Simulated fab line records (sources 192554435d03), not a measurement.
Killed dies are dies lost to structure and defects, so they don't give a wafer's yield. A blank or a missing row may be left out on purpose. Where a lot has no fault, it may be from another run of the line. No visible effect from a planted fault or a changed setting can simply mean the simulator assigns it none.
Chamber matching | flow n5_finfet | 3 sister chambers for N5_BEOL_M5_PRE_CLEAN_77 on cvd_co-01
The step time 15 s. 6 wafers are shown with their chamber, then 7 later ones without.

== WAFERS, EACH WITH ITS CHAMBER ==
wafer  | chamber | heater_power_w (W)
L588.1 | 1       | 89
L587.1 | 0       | 64
L587.3 | 2       | 76
L587.6 | 0       | 66
L590.2 | 2       | 75
L590.3 | 1       | 89

== WAFERS WITH NO CHAMBER GIVEN ==
wafer  | heater_power_w (W)
L590.6 | 91
L591.3 | 93
L591.5 | 66
L591.6 | 91
L602.2 | 90
L602.3 | 91
L602.6 | 65

== EACH ONE'S CHAMBER ==
wafer  | from the rows above | in truth
L590.6 | 1                   | 1
L591.3 | 1                   | 1
L591.5 | 0                   | 0
L591.6 | 1                   | 1
L602.2 | 1                   | 1
L602.3 | 1                   | 1
L602.6 | 0                   | 0
Correctly placed: 7 of 7. From these rows, 0 cannot be placed. Wrongly placed: 0.
How it was worked out, from the rows above alone: a wafer's distance from a chamber is the root of the sum, over the readings, of the square of ((its reading less the chamber's mean) divided by the reading's scatter). The wafer belongs to the nearest chamber; if the next one is less than 2 further off, it can't be placed. A chamber's mean is the mean of its shown wafers. The scatter is the square root of a quotient: the sum, over the shown wafers, of each reading's squared deviation from its chamber's mean, divided by wafers minus chambers.
